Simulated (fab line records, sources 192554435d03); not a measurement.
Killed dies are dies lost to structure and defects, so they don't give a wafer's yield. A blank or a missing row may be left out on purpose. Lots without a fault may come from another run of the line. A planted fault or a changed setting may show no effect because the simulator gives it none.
fab line records | flow n5_finfet
record lots=24 wafers=72 last_day=17
route steps=1938 shown BEOL_M0@729 BEOL_M1@808
lots that met no fault: from a run of the same line without faults
start_h: hours from the record's first day to the start of the lot's first wafer shown | wait_h: hours since the lot's step before | " the same as in the row above | L1.1+2: a row that stands for several wafers | - no value, or no start given | * or withheld: withheld | < > ~ a bound
route shown NAME@n: a module of which the file shows steps, and the number in the route of the first | usual: mean/standard deviation of fault-free wafers | same: alike in all rows | chamber/n: place in a boat | sites: the reading at each site | _std_site: their standard deviation | _edge_site: outer sites' mean less inner sites' | radius_mm: how far each site lies from the wafer's centre | mask NAME#n: copy n | behind: the tool/chamber that last shaped the wafer | hold: why the lot was held/for how many hours/how that ended | device: the transistor (n, p or np) that didn't switch | end of line: the same wafers' tests at the end of the route | a step without rows: its recipe alone | killed: dies lost to structure and defects at the first sort, not the wafer's yield | map: a wafer's dies, x killed, . not, _ none there
set.NAME: the setting as run; set.NAME@STEP: as run at that earlier step | model.NAME: the simulator's own value behind a step, which no gauge read
steps of the route over a sample of lots; a table a step, a row a wafer
services: from which hour (start_h, from the record's first day; less than 0 if before it) a tool's chamber was out of use, for how many hours, and why
## steps
# step N5_BEOL_M0_DEGAS_112
# recipe ambient=vacuum temp_c=250 time_s=60
# usual heater_power_w=329/23
# columns lot.wafer tool chamber start_h wait_h heater_power_w
L074.1 pvd_sputter-03 - 116.79 1.5 288
L074.3 " - " " 347
L074.5 " - " " 294
L075.3 pvd_sputter-02 - 128.93 0.3 350
L075.5 " - " " 336
L075.6 " - " " 349
L077.1 pvd_sputter-02 - 136.38 0.3 321
L077.4 " - " " 341
L077.6 " - " " 320
L076.1 pvd_sputter-01 - 136.41 0.3 320
L076.4 " - " " 271
L076.5 " - " " 316
L078.1 pvd_sputter-02 - 139.64 0.1 341
L078.2 " - " " 347
L078.3 " - " " 322
L079.2 pvd_sputter-01 - 144.69 0.3 354
L079.3 " - " " 320
L079.5 " - " " 325
L080.1 pvd_sputter-01 - 151.36 0.9 351
L080.2 " - " " 304
L080.6 " - " " 264
L081.2 pvd_sputter-03 - 173.48 1.1 287
L081.4 " - " " 337
L081.5 " - " " 325
L084.1 pvd_sputter-02 - 186.05 0.1 347
L084.3 " - " " 344
L084.5 " - " " 351
L083.1 pvd_sputter-02 - 188.65 0.0 340
L083.3 " - " " 328
L083.5 " - " " 336
L082.3 pvd_sputter-02 - 188.78 0.0 349
L082.4 " - " " 328
L082.5 " - " " 340
L085.2 pvd_sputter-03 - 194.65 0.1 290
L085.4 " - " " 321
L085.5 " - " " 322
L086.2 pvd_sputter-03 - 199.98 0.4 286
L086.4 " - " " 330
L086.6 " - " " 322
L087.2 pvd_sputter-02 - 205.68 0.5 344
L087.3 " - " " 342
L087.4 " - " " 333
L088.3 pvd_sputter-01 - 208.65 0.1 269
L088.4 " - " " 347
L088.5 " - " " 325
L089.1 pvd_sputter-02 - 214.83 0.3 346
L089.3 " - " " 352
L089.4 " - " " 336
L090.1 pvd_sputter-02 - 225.12 0.1 339
L090.2 " - " " 321
L090.3 " - " " 338
L091.1 pvd_sputter-01 - 233.22 0.4 323
L091.2 " - " " 272
L091.5 " - " " 326
L092.1 pvd_sputter-02 - 233.43 0.2 351
L092.4 " - " " 333
L092.5 " - " " 344
L093.1 pvd_sputter-01 - 237.83 0.0 316
L093.2 " - " " 313
L093.5 " - " " 319
L094.2 pvd_sputter-02 - 242.68 0.0 345
L094.3 " - " " 346
L094.5 " - " " 337
L095.2 pvd_sputter-03 - 247.63 0.0 286
L095.4 " - " " 344
L095.6 " - " " 287
L096.1 pvd_sputter-01 - 255.84 0.6 353
L096.2 " - " " 318
L096.6 " - " " 317
L097.1 pvd_sputter-02 - 259.08 0.1 342
L097.2 " - " " 343
L097.4 " - " " 343
# step N5_BEOL_M0_ANNEAL_117
# recipe temp_c=400 time_s=60 ambient=vacuum
# usual heater_power_w=806/71
# columns lot.wafer tool chamber start_h wait_h heater_power_w
L074.1 pvd_sputter-03 - 117.65 0.0 699
L074.3 " - " " 807
L074.5 " - " " 704
L075.3 pvd_sputter-01 - 129.61 0.0 815
L075.5 " - " " 792
L075.6 " - " " 664
L077.1 pvd_sputter-03 - 136.97 0.0 862
L077.4 " - " " 868
L077.6 " - " " 869
L076.1 pvd_sputter-01 - 138.51 0.0 874
L076.4 " - " " 649
L076.5 " - " " 659
L078.1 pvd_sputter-03 - 141.86 0.0 709
L078.2 " - " " 790
L078.3 " - " " 862
L079.2 pvd_sputter-01 - 145.30 0.0 785
L079.3 " - " " 792
L079.5 " - " " 809
L080.1 pvd_sputter-03 - 153.55 0.0 841
L080.2 " - " " 708
L080.6 " - " " 718
L081.2 pvd_sputter-02 - 174.10 0.0 880
L081.4 " - " " 848
L081.5 " - " " 846
L084.1 pvd_sputter-03 - 186.72 0.0 776
L084.3 " - " " 870
L084.5 " - " " 705
L083.1 pvd_sputter-02 - 189.42 0.0 894
L083.3 " - " " 825
L083.5 " - " " 883
L082.3 pvd_sputter-02 - 189.86 0.0 861
L082.4 " - " " 880
L082.5 " - " " 875
L085.2 pvd_sputter-02 - 195.28 0.0 850
L085.4 " - " " 831
L085.5 " - " " 867
L086.2 pvd_sputter-01 - 200.97 0.0 782
L086.4 " - " " 664
L086.6 " - " " 794
L087.2 pvd_sputter-01 - 206.87 0.0 784
L087.3 " - " " 657
L087.4 " - " " 793
L088.3 pvd_sputter-03 - 209.24 0.0 845
L088.4 " - " " 716
L088.5 " - " " 705
L089.1 pvd_sputter-02 - 215.95 0.0 867
L089.3 " - " " 815
L089.4 " - " " 839
L090.1 pvd_sputter-02 - 225.69 0.0 858
L090.2 " - " " 873
L090.3 " - " " 884
L091.1 pvd_sputter-01 - 233.88 0.0 796
L091.2 " - " " 667
L091.5 " - " " 782
L092.1 pvd_sputter-02 - 235.90 0.0 830
L092.4 " - " " 847
L092.5 " - " " 866
L093.1 pvd_sputter-01 - 240.61 0.0 852
L093.2 " - " " 633
L093.5 " - " " 803
L094.2 pvd_sputter-02 - 246.81 0.0 854
L094.3 " - " " 865
L094.5 " - " " 863
L095.2 pvd_sputter-01 - 249.85 0.0 873
L095.4 " - " " 805
L095.6 " - " " 659
L096.1 pvd_sputter-01 - 256.70 0.0 657
L096.2 " - " " 858
L096.6 " - " " 790
L097.1 pvd_sputter-01 - 259.82 0.0 794
L097.2 " - " " 798
L097.4 " - " " 882
# step N5_BEOL_M1_CD_MEAS_35
# recipe target_cd_nm=18 target_cd_y_nm=21 polarity=opening
# usual cd_nm=17.98/0.28
# columns lot.wafer tool chamber start_h wait_h cd_nm
L074.1 cd_sem-02 - 124.13 0.0 17.91
L074.3 " - " " 17.75
L074.5 " - " " 17.85
L075.3 cd_sem-01 - 139.21 0.0 17.46
L075.5 " - " " 17.88
L075.6 " - " " 17.92
L077.1 cd_sem-01 - 142.21 0.0 17.71
L077.4 " - " " 17.56
L077.6 " - " " 18.12
L076.1 cd_sem-03 - 153.47 0.0 18.32
L076.4 " - " " 18.46
L076.5 " - " " 18.08
L078.1 cd_sem-03 - 154.40 0.0 17.84
L078.2 " - " " 18.36
L078.3 " - " " 17.87
L079.2 cd_sem-03 - 158.44 0.0 17.80
L079.3 " - " " 18.02
L079.5 " - " " 18.09
L080.1 cd_sem-01 - 159.56 0.0 17.65
L080.2 " - " " 17.71
L080.6 " - " " 17.53
L081.2 cd_sem-03 - 187.78 0.0 17.86
L081.4 " - " " 17.86
L081.5 " - " " 18.02
L084.1 cd_sem-01 - 191.28 0.0 18.22
L084.3 " - " " 18.78
L084.5 " - " " 18.48
L083.1 cd_sem-01 - 196.29 0.0 17.79
L083.3 " - " " 17.92
L083.5 " - " " 17.84
L082.3 cd_sem-03 - 200.01 0.0 17.15
L082.4 " - " " 17.73
L082.5 " - " " 17.60
L085.2 cd_sem-01 - 203.60 0.0 18.13
L085.4 " - " " 18.41
L085.5 " - " " 17.93
L086.2 cd_sem-01 - 207.78 0.0 17.94
L086.4 " - " " 18.20
L086.6 " - " " 17.95
L087.2 cd_sem-03 - 210.99 0.0 18.02
L087.3 " - " " 17.76
L087.4 " - " " 18.09
L088.3 cd_sem-01 - 217.60 0.0 17.95
L088.4 " - " " 18.05
L088.5 " - " " 17.66
L089.1 cd_sem-03 - 221.35 0.0 18.04
L089.3 " - " " 18.50
L089.4 " - " " 18.20
L090.1 cd_sem-01 - 232.64 0.0 18.58
L090.2 " - " " 17.95
L090.3 " - " " 18.14
L092.1 cd_sem-03 - 242.14 0.0 18.33
L092.4 " - " " 18.49
L092.5 " - " " 18.18
L091.1 cd_sem-03 - 247.19 0.0 18.24
L091.2 " - " " 17.68
L091.5 " - " " 18.25
L093.1 cd_sem-02 - 247.57 0.0 17.76
L093.2 " - " " 17.68
L093.5 " - " " 17.99
L094.2 cd_sem-03 - 252.76 0.0 18.07
L094.3 " - " " 17.89
L094.5 " - " " 17.77
L095.2 cd_sem-01 - 264.92 0.0 17.77
L095.4 " - " " 17.97
L095.6 " - " " 17.57
L096.1 cd_sem-02 - 265.19 0.0 18.11
L096.2 " - " " 18.04
L096.6 " - " " 18.15
L097.1 cd_sem-03 - 270.18 0.0 18.28
L097.2 " - " " 18.14
L097.4 " - " " 18.12
# step N5_BEOL_M1_SPUTTER_81
# recipe material=Cu target_thk_a=45 temp_c=-20 chamber_pressure_pa=0.07 power_w=withheld time_s=8.29
# usual chamber_pressure_pa=0.06999/0.00014 throttle_valve_pct=29.6/1
# columns lot.wafer tool chamber start_h wait_h chamber_pressure_pa throttle_valve_pct
L074.1 pvd_sputter-01 - 125.57 0.1 0.07009 30.9
L074.3 " - " " 0.07014 28.6
L074.5 " - " " 0.07003 30.9
L075.3 pvd_sputter-02 - 140.78 0.1 0.06987 29.2
L075.5 " - " " 0.07005 28.4
L075.6 " - " " 0.06997 28.9
L077.1 pvd_sputter-02 - 143.57 0.1 0.07018 28.9
L077.4 " - " " 0.07019 30.1
L077.6 " - " " 0.07015 28.9
L076.1 pvd_sputter-03 - 155.08 0.1 0.07022 30.0
L076.4 " - " " 0.07016 31.2
L076.5 " - " " 0.06993 29.5
L078.1 pvd_sputter-03 - 157.08 0.1 0.07012 29.8
L078.2 " - " " 0.07003 28.1
L078.3 " - " " 0.06995 31.2
L079.2 pvd_sputter-03 - 159.68 0.1 0.06995 29.8
L079.3 " - " " 0.0699 29.2
L079.5 " - " " 0.06973 29.7
L080.1 pvd_sputter-02 - 160.65 0.1 0.06999 28.8
L080.2 " - " " 0.07004 28.3
L080.6 " - " " 0.07004 30.4
L081.2 pvd_sputter-03 - 188.81 0.1 0.06987 29.8
L081.4 " - " " 0.07001 28.1
L081.5 " - " " 0.06982 29.2
L084.1 pvd_sputter-02 - 192.51 0.1 0.07013 30.2
L084.3 " - " " 0.06982 29.1
L084.5 " - " " 0.07006 28.9
L083.1 pvd_sputter-02 - 197.50 0.1 0.06985 30.5
L083.3 " - " " 0.06998 28.9
L083.5 " - " " 0.06984 28.5
L082.3 pvd_sputter-01 - 201.77 0.1 0.06985 30.9
L082.4 " - " " 0.06992 30.3
L082.5 " - " " 0.06978 31.0
L085.2 pvd_sputter-01 - 205.35 0.1 0.06999 30.2
L085.4 " - " " 0.07002 28.6
L085.5 " - " " 0.06998 29.8
L086.2 pvd_sputter-02 - 209.39 0.1 0.07024 29.9
L086.4 " - " " 0.06977 28.2
L086.6 " - " " 0.07014 29.9
L087.2 pvd_sputter-02 - 213.07 0.1 0.06994 28.5
L087.3 " - " " 0.07012 30.1
L087.4 " - " " 0.06998 29.0
L088.3 pvd_sputter-03 - 219.37 0.1 0.06997 29.6
L088.4 " - " " 0.06991 31.2
L088.5 " - " " 0.07026 29.8
L089.1 pvd_sputter-03 - 223.21 0.1 0.06992 29.7
L089.3 " - " " 0.06996 28.0
L089.4 " - " " 0.0699 28.9
L090.1 pvd_sputter-02 - 234.42 0.1 0.06999 30.1
L090.2 " - " " 0.07011 28.2
L090.3 " - " " 0.06983 30.4
L092.1 pvd_sputter-02 - 243.49 0.1 0.06992 28.2
L092.4 " - " " 0.07006 30.0
L092.5 " - " " 0.07016 30.2
L091.1 pvd_sputter-03 - 248.46 0.1 0.07024 27.9
L091.2 " - " " 0.06986 31.1
L091.5 " - " " 0.0698 29.3
L093.1 pvd_sputter-02 - 250.27 0.1 0.07004 30.3
L093.2 " - " " 0.07029 29.1
L093.5 " - " " 0.07011 28.9
L094.2 pvd_sputter-01 - 254.18 0.1 0.06977 29.9
L094.3 " - " " 0.06987 31.0
L094.5 " - " " 0.06973 31.3
L095.2 pvd_sputter-01 - 266.52 0.1 0.06979 30.9
L095.4 " - " " 0.07001 29.9
L095.6 " - " " 0.06991 28.6
L096.1 pvd_sputter-01 - 268.36 0.1 0.07011 30.8
L096.2 " - " " 0.07002 30.1
L096.6 " - " " 0.07007 30.9
L097.1 pvd_sputter-02 - 271.59 0.1 0.06985 30.4
L097.2 " - " " 0.07001 30.2
L097.4 " - " " 0.07 29.0
# step N5_BEOL_M1_PRE_CLEAN_60
# recipe gas=NH3/H2 time_s=15 temp_c=* rf_power_w=300
# usual heater_power_w=68/17
# columns lot.wafer tool chamber start_h wait_h heater_power_w
L074.1 cvd_co-01 0 128.00 0.0 67
L074.3 " 2 " " 46
L074.5 " 0 " " 69
L075.3 cvd_co-02 0 143.76 0.0 96
L075.5 " 0 " " 96
L075.6 " 2 " " 79
L077.1 cvd_co-02 2 145.71 0.0 79
L077.4 " 2 " " 81
L077.6 " 1 " " 53
L076.1 cvd_co-02 1 157.22 0.0 52
L076.4 " 0 " " 96
L076.5 " 2 " " 80
L078.1 cvd_co-01 0 159.24 0.0 66
L078.2 " 2 " " 46
L078.3 " 1 " " 77
L079.2 cvd_co-01 2 161.82 0.0 46
L079.3 " 0 " " 67
L079.5 " 0 " " 65
L080.1 cvd_co-01 2 162.95 0.1 46
L080.2 " 0 " " 68
L080.6 " 1 " " 77
L081.2 cvd_co-01 1 190.95 0.0 77
L081.4 " 0 " " 68
L081.5 " 1 " " 75
L084.1 cvd_co-02 0 194.66 0.0 95
L084.3 " 1 " " 52
L084.5 " 1 " " 53
L083.1 cvd_co-02 2 199.65 0.0 82
L083.3 " 0 " " 97
L083.5 " 2 " " 82
L082.3 cvd_co-02 1 203.91 0.0 52
L082.4 " 1 " " 50
L082.5 " 0 " " 99
L085.2 cvd_co-02 1 207.49 0.0 51
L085.4 " 0 " " 96
L085.5 " 1 " " 52
L086.2 cvd_co-02 1 211.58 0.0 52
L086.4 " 2 " " 79
L086.6 " 1 " " 52
L087.2 cvd_co-01 2 215.35 0.0 47
L087.3 " 0 " " 66
L087.4 " 1 " " 77
L088.3 cvd_co-01 1 221.51 0.0 76
L088.4 " 2 " " 46
L088.5 " 0 " " 68
L089.1 cvd_co-01 2 225.39 0.0 46
L089.3 " 0 " " 69
L089.4 " 0 " " 67
L090.1 cvd_co-01 0 236.57 0.0 67
L090.2 " 2 " " 46
L090.3 " 1 " " 77
L092.1 cvd_co-01 0 245.65 0.0 68
L092.4 " 1 " " 75
L092.5 " 0 " " 66
L091.1 cvd_co-01 2 250.89 0.1 46
L091.2 " 1 " " 77
L091.5 " 2 " " 47
L093.1 cvd_co-01 2 252.42 0.0 46
L093.2 " 1 " " 76
L093.5 " 1 " " 76
L094.2 cvd_co-01 0 256.70 0.0 66
L094.3 " 1 " " 77
L094.5 " 2 " " 46
L095.2 cvd_co-01 0 268.67 0.0 68
L095.4 " 0 " " 69
L095.6 " 2 " " 46
L096.1 cvd_co-01 2 270.51 0.0 44
L096.2 " 0 " " 67
L096.6 " 0 " " 66
L097.1 cvd_co-02 2 273.73 0.0 80
L097.2 " 0 " " 97
L097.4 " 2 " " 83
# step N5_BEOL_M1_DEP_57
# recipe material=SiCN target_thk_a=80 temp_c=withheld precursor=3MS/NH3 pressure_torr=3 rf_w=202 time_s=14
# usual showerhead_plenum_p_Torr=3.662/0.012 throttle_valve_pct=8.9/0.33
# columns lot.wafer tool chamber start_h wait_h showerhead_plenum_p_Torr throttle_valve_pct
L074.1 pecvd-03 0 128.16 0.0 3.662 8.7
L074.3 " 2 " " 3.650 8.5
L074.5 " 1 " " 3.667 8.6
L075.3 pecvd-02 2 143.91 0.0 3.671 8.4
L075.5 " 1 " " 3.679 9.4
L075.6 " 2 " " 3.665 8.1
L077.1 pecvd-02 0 145.87 0.0 3.634 9.6
L077.4 " 1 " " 3.666 9.2
L077.6 " 0 " " 3.638 9.5
L076.1 pecvd-03 0 157.39 0.0 3.655 8.5
L076.4 " 1 " " 3.651 8.6
L076.5 " 0 " " 3.649 9.0
L078.1 pecvd-01 0 159.40 0.0 3.669 9.1
L078.2 " 2 " " 3.675 9.1
L078.3 " 0 " " 3.668 9.0
L079.2 pecvd-01 2 161.98 0.0 3.677 8.9
L079.3 " 0 " " 3.666 9.0
L079.5 " 2 " " 3.674 9.0
L080.1 pecvd-01 2 163.10 0.0 3.686 8.6
L080.2 " 1 " " 3.669 9.0
L080.6 " 0 " " 3.678 9.2
L081.2 pecvd-03 1 191.11 0.0 3.650 8.8
L081.4 " 0 " " 3.643 8.9
L081.5 " 1 " " 3.658 8.8
L084.1 pecvd-03 0 194.81 0.0 3.667 8.9
L084.3 " 1 " " 3.659 8.6
L084.5 " 0 " " 3.655 8.9
L083.1 pecvd-02 0 199.81 0.0 3.639 9.4
L083.3 " 2 " " 3.677 8.1
L083.5 " 2 " " 3.680 8.3
L082.3 pecvd-03 0 204.07 0.0 3.663 8.7
L082.4 " 0 " " 3.660 8.8
L082.5 " 2 " " 3.659 8.6
L085.2 pecvd-02 0 207.65 0.0 3.643 9.6
L085.4 " 1 " " 3.669 9.4
L085.5 " 0 " " 3.637 9.3
L086.2 pecvd-03 0 211.74 0.0 3.655 8.5
L086.4 " 2 " " 3.650 8.6
L086.6 " 0 " " 3.662 8.7
L087.2 pecvd-02 0 215.50 0.0 3.642 9.6
L087.3 " 1 " " 3.672 9.5
L087.4 " 2 " " 3.673 8.4
L088.3 pecvd-03 2 221.67 0.0 3.639 8.7
L088.4 " 0 " " 3.662 9.0
L088.5 " 1 " " 3.668 9.0
L089.1 pecvd-03 2 225.55 0.0 3.653 8.5
L089.3 " 0 " " 3.663 8.5
L089.4 " 1 " " 3.655 8.9
L090.1 pecvd-03 0 236.72 0.0 3.658 8.7
L090.2 " 2 " " 3.640 8.6
L090.3 " 1 " " 3.660 8.8
L092.1 pecvd-01 2 245.80 0.0 3.671 8.9
L092.4 " 0 " " 3.659 9.2
L092.5 " 2 " " 3.674 8.9
L091.1 pecvd-01 0 251.05 0.0 3.666 8.9
L091.2 " 2 " " 3.675 9.2
L091.5 " 2 " " 3.688 9.3
L093.1 pecvd-01 2 252.57 0.0 3.672 8.9
L093.2 " 1 " " 3.669 9.1
L093.5 " 2 " " 3.677 8.8
L094.2 pecvd-01 1 256.85 0.0 3.674 8.9
L094.3 " 0 " " 3.661 8.8
L094.5 " 2 " " 3.668 9.0
L095.2 pecvd-03 0 268.82 0.0 3.657 8.8
L095.4 " 0 " " 3.665 8.8
L095.6 " 2 " " 3.639 8.9
L096.1 pecvd-01 1 270.66 0.0 3.659 9.0
L096.2 " 2 " " 3.686 9.1
L096.6 " 2 " " 3.666 9.0
L097.1 pecvd-03 1 273.89 0.0 3.651 8.5
L097.2 " 0 " " 3.653 8.9
L097.4 " 0 " " 3.657 9.0
## services
# columns tool chamber start_h hours kind
cvd_co-02 1 114.67 - clean
cvd_co-02 1 114.67 22.0 scheduled_down
cvd_co-02 1 114.67 22.0 vent_cycle
pecvd-02 1 133.74 5.5 scheduled_down
pecvd-01 1 157.75 2.1 scheduled_down
pecvd-03 2 166.60 19.3 repair
pecvd-01 - 168.36 5.5 pm
pecvd-01 0 209.19 2.1 scheduled_down
cvd_co-01 - 226.69 1.1 repair
pecvd-01 0 233.76 9.1 repair
pecvd-02 1 242.54 2.1 repair
pecvd-03 - 263.84 1.6 repair
pecvd-02 - 266.62 1.8 repair
## key
fault none
